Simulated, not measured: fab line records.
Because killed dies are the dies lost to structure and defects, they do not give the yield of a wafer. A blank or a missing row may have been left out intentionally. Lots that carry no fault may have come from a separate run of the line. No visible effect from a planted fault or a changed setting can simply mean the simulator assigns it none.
Matching of chambers | flow n5-finfet | N5_HKMG_FIN_ALD_36 on ald-metal-02 has 4 sister chambers
The step deposits TiN, target thk 1 nm, pulse time 1 s, purge time 3 s. 4 wafers are shown with their chamber, then 8 later ones without.

== WAFERS PAIRED WITH THEIR CHAMBERS ==
wafer  | chamber | heater-power-w (W)
L089.1 | 3       | 929
L089.2 | 1       | 1003
L089.3 | 0       | 840
L089.4 | 2       | 861

== WAFERS MISSING THEIR CHAMBER ==
wafer  | heater-power-w (W)
L089.5 | 1011
L089.6 | 862
L090.4 | 859
L090.5 | 920
L090.6 | 865
L095.1 | 1002
L095.3 | 852
L095.5 | 877

== CHAMBER TAKEN BY EACH ==
wafer  | from the rows above     | in truth
L089.5 | 1                       | 1
L089.6 | 2                       | 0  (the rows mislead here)
L090.4 | 2                       | 2
L090.5 | 3                       | 3
L090.6 | 2                       | 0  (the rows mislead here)
L095.1 | 1                       | 1
L095.3 | can't be placed: 2 or 0 | 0
L095.5 | 2                       | 2
Correctly placed: 5 of 8. Unplaceable from these rows: 1, with the true chamber sitting among the candidates in 1. 2 placed wrongly.
How it was worked out, from the rows above alone: a wafer's distance from a chamber is the root of the sum, over the readings, of the square of ((its reading less the chamber's mean) divided by the reading's scatter). If the next closest chamber is less than 2 further off than the closest, the wafer can't be placed; otherwise it belongs to the closest. Each chamber's mean is taken over the wafers shown for it. The scatter: root of mean squared gap, hidden wafer to nearest shown wafer, with one shown wafer a chamber.
